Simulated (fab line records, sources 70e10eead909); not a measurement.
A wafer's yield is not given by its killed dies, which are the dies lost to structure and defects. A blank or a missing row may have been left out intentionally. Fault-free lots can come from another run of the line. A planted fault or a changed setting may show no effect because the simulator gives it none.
Tool commonality check -- flow nand_harc -- 13 lots and 39 wafers in the sample

== WHAT PROMPTED THE OPENING ==
Flagged at NHARC_A_ONON_D1_THK_MEAS_27: reading thk_nm, on 2 of 13 lots. No-fault wafers: 1000 nm, standard deviation 8.7.
Rule: a lot is flagged in two cases, either no wafer of it has a number, or all its wafers with numbers fall more than 4 standard deviations from that mean. The other lots count as sound.

lot,measured,on,"thk_nm (nm), wafer by wafer",flag
L176,day 8 15:43,film_metro-02,990 992 993,
L179,day 8 15:51,film_metro-01,999 998 1000,
L180,day 9 06:33,film_metro-01,994 993 993,
L182,day 9 17:07,film_metro-02,1000 1001 1002,
L183,day 9 17:07,film_metro-01,992 991 991,
L185,day 10 11:31,film_metro-02,991 992 992,
L190,day 11 08:22,film_metro-02,981 980 980,
L187,day 11 13:21,film_metro-01,1636 1636 1637,FLAGGED
L188,day 12 00:34,film_metro-01,1619 1620 1621,FLAGGED
L193,day 12 09:25,film_metro-02,1005 1005 1004,
L196,day 12 15:47,film_metro-02,1003 1003 1004,
L195,day 12 15:49,film_metro-01,1005 1003 1005,
L198,day 13 15:52,film_metro-02,1006 1004 1004,
On average the flagged lots' numbers are 1628 nm, which is +628 nm against the usual, or +72 standard deviations.

== TOOL THAT RAN EACH LOT ==
Before the reading, the record contains 2 process steps out of a 1159-step route. Cell contents, in order: the tool; ch with the chambers the sampled wafers went through; the start.
lot,flag,NHARC_P_BONDPAD_ACTIVATE_29,NHARC_A_ONON_D1_DEP_25
L176,,"rie_diel-05 ch 0,1,2, day 6 23:32","pecvd_onon-01 ch 0, day 8 15:16"
L179,,"rie_diel-01 ch 0,2,3, day 7 06:01","pecvd_onon-03 ch 0, day 8 15:24"
L180,,"rie_diel-01 ch 1,2,3, day 7 18:20","pecvd_onon-02 ch 0, day 9 06:03"
L182,,"rie_diel-01 ch 0,2,3, day 8 02:28","pecvd_onon-03 ch 0, day 9 16:36"
L183,,"rie_diel-01 ch 2,3, day 8 05:29","pecvd_onon-01 ch 0, day 9 16:40"
L185,,"rie_diel-01 ch 0,2,3, day 8 23:50","pecvd_onon-03 ch 0, day 10 11:03"
L190,,"rie_diel-01 ch 0,1,3, day 9 18:38","pecvd_onon-03 ch 0, day 11 08:01"
L187,FLAGGED,"rie_diel-01 ch 0,1, day 9 23:29","pecvd_onon-03 ch 0, day 11 12:54"
L188,FLAGGED,"rie_diel-01 ch 1,2, day 10 11:45","pecvd_onon-03 ch 0, day 12 00:10"
L193,,"rie_diel-01 ch 2,3, day 10 21:32","pecvd_onon-01 ch 0, day 12 08:58"
L196,,"rie_diel-01 ch 0,1,3, day 11 04:11","pecvd_onon-01 ch 0, day 12 15:20"
L195,,"rie_diel-01 ch 0,2,3, day 11 06:26","pecvd_onon-02 ch 0, day 12 15:25"
L198,,"rie_diel-01 ch 1,2, day 12 03:59","pecvd_onon-01 ch 0, day 13 15:25"
What is done by these steps:
- NHARC_P_BONDPAD_ACTIVATE_29: chemistry N2, time 60 s.
- NHARC_A_ONON_D1_DEP_25: target thk 1000 nm.
- NHARC_A_ONON_D1_THK_MEAS_27: measures by ellipsometry.

== FLAGGED AGAINST TOTAL, ONE TOOL AT A TIME (gauges that did the reading follow at the end) ==
step,tool,lots run,flagged,share of the flagged lots,sound lots run after its first flagged lot
NHARC_P_BONDPAD_ACTIVATE_29,rie_diel-01,12,2,all,"4 (L193,L196,L195,L198)"
NHARC_P_BONDPAD_ACTIVATE_29,rie_diel-05,1,0,none,-
NHARC_A_ONON_D1_DEP_25,pecvd_onon-01,5,0,none,-
NHARC_A_ONON_D1_DEP_25,pecvd_onon-02,2,0,none,-
NHARC_A_ONON_D1_DEP_25,pecvd_onon-03,6,2,all,0
NHARC_A_ONON_D1_THK_MEAS_27,film_metro-01,6,2,all,1 (L195)
NHARC_A_ONON_D1_THK_MEAS_27,film_metro-02,7,0,none,-

== WHAT IS ALLOWED BY THE TABLE ==
Every flagged lot was run by 3 rows of the table: rie_diel-01 at NHARC_P_BONDPAD_ACTIVATE_29, pecvd_onon-03 at NHARC_A_ONON_D1_DEP_25 and film_metro-01 at NHARC_A_ONON_D1_THK_MEAS_27.
- rie_diel-01 at NHARC_P_BONDPAD_ACTIVATE_29: 2 of its 12 lots flagged. Sound lots followed the first flagged one (L193, L196, L195, L198) on it, something a lasting fault affecting the whole tool could not allow.
- pecvd_onon-03 at NHARC_A_ONON_D1_DEP_25: 2 of its 6 lots flagged. Last sound lot L190 at day 11 08:01, first flagged lot L187 at day 11 12:54; a fault beginning in between fits.
- film_metro-01 at NHARC_A_ONON_D1_THK_MEAS_27: 2 of its 6 lots flagged. Sound lots followed the first flagged one (L195) on it, something a lasting fault affecting the whole tool could not allow.
Left over: one tool, pecvd_onon-03 at NHARC_A_ONON_D1_DEP_25.

== WHAT THE SIMULATOR HAD INSERTED ==
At NHARC_A_ONON_D1_DEP_25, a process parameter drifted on pecvd_onon-03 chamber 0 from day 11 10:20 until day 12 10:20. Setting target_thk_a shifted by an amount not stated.
Lots struck among those shown: L187, L188. The same result came from the rule above.
